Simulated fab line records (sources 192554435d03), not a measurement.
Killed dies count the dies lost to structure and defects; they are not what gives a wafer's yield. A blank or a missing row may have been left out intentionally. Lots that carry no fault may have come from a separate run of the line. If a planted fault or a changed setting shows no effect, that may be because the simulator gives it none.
2 desks, one fault ; flow n5Finfet ; only its own numbers are on each desk; what lay behind them is given at the end

## FROM THE METROLOGY DESK
Lot by lot, what the gauges showed, no matter which tool ran the lot: averages of those sampled wafers that carry a number. If a lot's mean is further than 4 standard deviations from the usual mean, the lot is out of limits and carries the mark OUT (the distance appears in the brackets). 7 of its 11 readings are shown, namely those furthest out on some lot.
Columns: A = thkNm at N5_ILD0_THK_MEAS_04, usual 197.5 nm; B = DIBL_N at N5_BEOL_M4_RC_MEAS_101, usual 35.9 mV/V; C = DIBL_P at N5_BEOL_M4_RC_MEAS_101, usual 35.9 mV/V; D = IOFF_P at N5_BEOL_M4_RC_MEAS_101, usual 0.204 nA/um; E = ION_P at N5_BEOL_M4_RC_MEAS_101, usual 462 uA/um; F = VT_N at N5_BEOL_M4_RC_MEAS_101, usual 250.3 mV; G = VT_P at N5_BEOL_M4_RC_MEAS_101, usual -250.6 mV
lot;first seen here;A;B;C;D;E;F;G
L578;day 3 19:59;197.2;35.4;36.0;0.203;460;248.2;-251.5
L581;day 4 12:20;198.1;36.4;36.5;0.183;459;252.7;-252.6
L582;day 4 18:23;197.3;36.4;36.3;0.203;462;249.1;-251.3
L588;day 6 14:58;197.8;34.5;35.4;0.206;464;251.4;-249.0
L589;day 6 18:03;196.3;34.7;33.9;0.215;468;248.4;-249.1
L590;day 6 21:53;196.6;37.1;34.9;0.243;472;249.2;-245.1
L595;day 7 23:59;197.1;34.7;36.4;0.203;468;251.6;-251.3
L597;day 8 13:34;196.5;35.9;36.1;0.182;454;249.6;-254.8
L598;day 8 19:23;196.7;35.1;36.4;0.171;455;253.8;-255.0
This desk found nothing out of limits on any of the 9 lots.

## TOOL OWNER'S DESK, rieSi-05
The tool's own readings at N5_SDB_CUT_ETCH_26 (etches Si in HBr/Cl2/O2, target depth 129.6 nm, bt time 20 s, time 51.8 s): means of the sampled wafers that have a number, for each lot that ran on this tool. If a lot's mean is further than 4 standard deviations from the usual mean, the lot is out of limits and carries the mark OUT (the distance appears in the brackets).
Columns: A = drypumpMotorCurrentA at N5_SDB_CUT_ETCH_26, usual 5.6 A; B = mfcCl2Sccm at N5_SDB_CUT_ETCH_26, usual 80.01 sccm; C = oesProductAu at N5_SDB_CUT_ETCH_26, usual 0.997 a.u.; D = throttleValvePct at N5_SDB_CUT_ETCH_26, usual 37.24 %
lot;first seen here;A;B;C;D
L578;day 4 01:51;5.8;79.99;1.008;37.20
L581;day 4 17:27;6.0;79.89;0.997;37.37
L588;day 6 19:50;6.6;80.15;1.004;37.35
L589;day 6 23:07;6.2;80.15;1.007;37.22
L590;day 7 05:56;6.1;80.12;1.006;37.22
This desk found nothing out of limits on any of the 5 lots.

## BROUGHT TOGETHER
Metrology desk: nothing out of limits seen.
The tool owner's desk saw nothing out of limits.

## WHAT THE SIMULATOR HAD INSERTED
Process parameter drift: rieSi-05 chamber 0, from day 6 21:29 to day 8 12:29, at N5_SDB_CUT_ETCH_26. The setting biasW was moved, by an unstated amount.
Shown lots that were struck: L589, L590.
